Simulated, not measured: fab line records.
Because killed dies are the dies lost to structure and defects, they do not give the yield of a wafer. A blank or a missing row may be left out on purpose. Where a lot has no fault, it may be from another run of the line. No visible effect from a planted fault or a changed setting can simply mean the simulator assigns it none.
A struck lot beside a sound one ; flow n5Finfet ; 14 steps out of a route of 1938
Sound: wafers L878.1, L878.5, L878.6. The struck wafers were L881.1, L881.3, L881.6. The cause comes at the end.
Per side, at each step with rows, come the tool, then ch with its chambers, and then its first start. Under that, the readings that differ: sound wafers ; struck wafers ; difference of the means ; sigmas: that difference in standard deviations of wafers without a fault.
alike: readings whose means differ by less than 2 such deviations, and words and numbers that are the same on both sides. not compared: withheld readings, readings that some wafer has no value for, bounds like >300 that may hide the same value, and numbers for which the record gives no deviation and whose values overlap.
The two part at a step that has a row with sigmas, a row that says differs or no value, or rows on one side only. Non-overlapping numbers with no deviation appear without sigmas and do not part them. A reading that every wafer of one side lacks parts them only if that side has two wafers or more.

first, 3 steps without rows for these wafers: N5_BEOL_M15_PEB_26 (peb time 90 s); N5_BEOL_M15_DEVELOP_27 (develop time 45 s); N5_BEOL_M15_HARDBAKE_32 (time 120 s).
N5_BEOL_M15_CD_MEAS_28 targets a cd of 407.6 nm.
  sound on cdSem-02 ch 0, day 12 01:52; struck on cdSem-01 ch 0, day 12 10:25
  alike: cdNm
N5_BEOL_M15_OVL_MEAS_29:
  sound on overlay-01 ch 0, day 12 01:54; struck on overlay-01 ch 0, day 12 10:26
  alike: M15_OVL
N5_BEOL_M15_INSPECT_30: inspects for defects (macro).
  struck on defectInspect-02, day 12 10:28; sound on defectInspect-02, day 12 01:55
  alike: rawDefectCount
N5_BEOL_M15_DESCUM_33: chemistry O2, time 7.9 s.
  sound on rieDiel-04 ch 1,2,3, day 12 02:07; struck on rieDiel-04 ch 0,1,2, day 12 10:42
  alike: drypumpMotorCurrentA, oesProductAu, rfVppV, showerheadPlenumPTorr, throttleValvePct
  not compared: rfHoursCounterH
N5_BEOL_M15_ETCH_61: etches BARC in N2/H2, target depth 89 nm, overetch 26.7 nm, time 67.9 s.
  sound on rieDiel-04 ch 1,2,3, day 12 02:10; struck on rieDiel-04 ch 0,1,2, day 12 10:44
  alike: drypumpMotorCurrentA, oesProductAu, rfVppV, showerheadPlenumPTorr, throttleValvePct
  not compared: rfHoursCounterH
N5_BEOL_M15_TRENCH_ETCH_34: etches SiO2 in C4F8/O2/Ar, target depth 872.93 nm, time 199 s.
  sound on rieDiel-04 ch 1,2,3, day 12 02:13; struck on rieDiel-04 ch 0,1,2, day 12 10:47
  alike: drypumpMotorCurrentA, oes_f_703_au, oes_o_777_au, oesProductAu, rfVppV, showerheadPlenumPTorr, throttleValvePct
  not compared: rfHoursCounterH
N5_BEOL_M15_STRIP_36: strips in O2.
  sound on rieDiel-04 ch 0,1,3, day 12 04:47; struck on rieDiel-03 ch 0,2, day 12 11:03
  alike: chamberPressureMTorr, drypumpMotorCurrentA, oesProductAu, rfVppV, showerheadPlenumPTorr, throttleValvePct
  not compared: rfHoursCounterH
N5_BEOL_M15_STRIP_62: strips in O2.
  sound on rieDiel-04 ch 0,1,3; struck on rieDiel-03 ch 0,2
  alike: chamberPressureMTorr, drypumpMotorCurrentA, oesProductAu, rfVppV, showerheadPlenumPTorr, throttleValvePct
  not compared: rfHoursCounterH
N5_BEOL_M15_STRIP_37: strips in O2.
  sound on rieDiel-04 ch 0,1,3, day 12 04:52; struck on rieDiel-03 ch 0,2, day 12 11:08
reading;sound;struck;difference;sigmas
chamberPressureMTorr (mTorr);30.04 29.93 30.04;38.99 38.96 39.02;+8.99;+99 or more
  alike: drypumpMotorCurrentA, oesProductAu, rfVppV, showerheadPlenumPTorr, throttleValvePct
  not compared: rfHoursCounterH
then, 1 step without rows for these wafers: N5_BEOL_M15_ETCH_38 (etches SiCN in CF4/N2, target depth 106.4 nm, time 120.5 s).
N5_PASSIVATION_PROBE_49:
  struck on prober-01, day 13 04:44; sound on prober-01, day 13 00:42
  alike: defectLimitedYield, killed_at_M0_to_M3, killed_at_M4_up, killedAtContacts, killedAtFrontEnd, killedAtOther, killedDies, killedOpen, killedShort, sort_bin_5_function, sort_bin_6_memory, sort_bin_8_speed, sortNPass, sortYieldPct

WHERE THEY PART
Within this record, at N5_BEOL_M15_STRIP_37 only. Later steps at which nothing parts them and some readings are alike: N5_PASSIVATION_PROBE_49.

WHY: what had been put in by the simulator
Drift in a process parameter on rieDiel-03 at N5_BEOL_M15_STRIP_37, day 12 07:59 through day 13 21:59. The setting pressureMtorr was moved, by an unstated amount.
